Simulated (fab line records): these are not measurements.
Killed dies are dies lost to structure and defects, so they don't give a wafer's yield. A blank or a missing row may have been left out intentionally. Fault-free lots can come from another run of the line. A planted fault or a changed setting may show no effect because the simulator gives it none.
A struck lot beside a sound one	flow n5_finfet	16 steps out of a route of 1938
Sound: these wafers, L239.1, L239.4, L239.5. Struck: wafer L231.5 (left out: L231.3, L231.4 of the same lot, which were not struck); the cause appears at the end.
Each step with rows lists, per side, the tool, then ch with its chambers, then its first start. Under that, the readings that differ: sound wafers	struck wafers	difference of the means	sigmas: that difference in standard deviations of wafers without a fault.
alike: readings with means less than 2 such deviations apart, plus words and numbers identical on both sides. not compared: withheld readings, readings lacking a value on some wafer, bounds such as >300 that could conceal the same value, and numbers that have no deviation in the record and whose values overlap.
Wherever a step has rows on one side only, a row that says differs or no value, or a row with sigmas, the two part there. Non-overlapping numbers with no deviation appear without sigmas and do not part them. A reading that every wafer of one side lacks parts them only if that side has two wafers or more.

N5_BEOL_M5_ALD_86: deposits TaN, pulse time 2 s, purge time 3 s, co reactant purge time 2 s.
  sound on ald_metal-03 ch 0,1, day 12 15:28; struck on ald_metal-03 ch 0, day 10 10:33
  alike: heater_power_w
then, 4 steps without rows for these wafers: N5_BEOL_M5_SURFACE_TREAT_87; N5_BEOL_M5_CVD_47 (deposits Co from CCTBA/H2, target thk 3 nm, time 216 s); N5_BEOL_M5_SPUTTER_48 (material Cu, target thk 15 nm, time 27.62 s); N5_BEOL_M5_ANNEAL_49 (time 1800 s).
N5_BEOL_M5_SPUTTER_81: material Cu, target thk 15 nm, time 27.62 s.
  sound on pvd_sputter-01 at day 12 18:33; struck on pvd_sputter-02 at day 10 12:11
  alike: throttle_valve_pct
N5_BEOL_M5_ANNEAL_82: time 1800 s.
  sound on pvd_sputter-01 at day 12 18:38; struck on pvd_sputter-02 at day 10 12:16
  alike: heater_power_w
N5_BEOL_M5_SPUTTER_83: material Cu, target thk 15 nm, time 27.62 s.
  sound on pvd_sputter-01 at day 12 19:38; struck on pvd_sputter-02 at day 10 13:16
  alike: throttle_valve_pct
then, 3 steps without rows for these wafers: N5_BEOL_M5_ANNEAL_84 (time 1800 s); N5_BEOL_M5_SPUTTER_88 (material Cu, target thk 15 nm, time 27.62 s); N5_BEOL_M5_ANNEAL_89 (time 1800 s).
N5_BEOL_M5_SPUTTER_90: material Cu, target thk 4.5 nm, time 8.29 s.
  sound on pvd_sputter-01 at day 12 21:49; struck on pvd_sputter-02 at day 10 15:26
  alike: throttle_valve_pct
N5_BEOL_M5_ECD_50: material Cu, target thk 300 nm.
  sound on ecd_cu-02 ch 0,1, day 12 21:56; struck on ecd_cu-02 ch 0, day 10 15:34
reading	sound	struck	difference	sigmas
model.Cu_of_BEOL_M5_ECD_50.thk_nm (nm)	297.2 297.4 299.2	465.2	+167.3	
then, 1 step without rows for these wafers: N5_BEOL_M5_ANNEAL_51 (time 90 s).
N5_BEOL_M5_CMP_52: polishes, stops on SiCOH lowk, t overpolish 6.9 s, target thk 62 nm.
  sound on cmp-04 ch 0,1,3, day 12 22:37; struck on cmp-04 ch 2, day 10 16:08
reading	sound	struck	difference	sigmas
time_to_endpoint_s (s)	62.9 61.6 61.4	99.9	+37.9	+13
  alike: motor_current_A
  not compared: pad_life_wafers
N5_BEOL_M5_THK_MEAS_53: measures by xrf.
  sound on film_metro-02 at day 12 22:53; struck on film_metro-02 at day 10 16:24
  alike: M5_THK

WHERE THEY PART
Within this record, at N5_BEOL_M5_CMP_52 only. Later steps at which nothing parts them and some readings are alike: N5_BEOL_M5_THK_MEAS_53.

WHY: the cause the simulator had injected
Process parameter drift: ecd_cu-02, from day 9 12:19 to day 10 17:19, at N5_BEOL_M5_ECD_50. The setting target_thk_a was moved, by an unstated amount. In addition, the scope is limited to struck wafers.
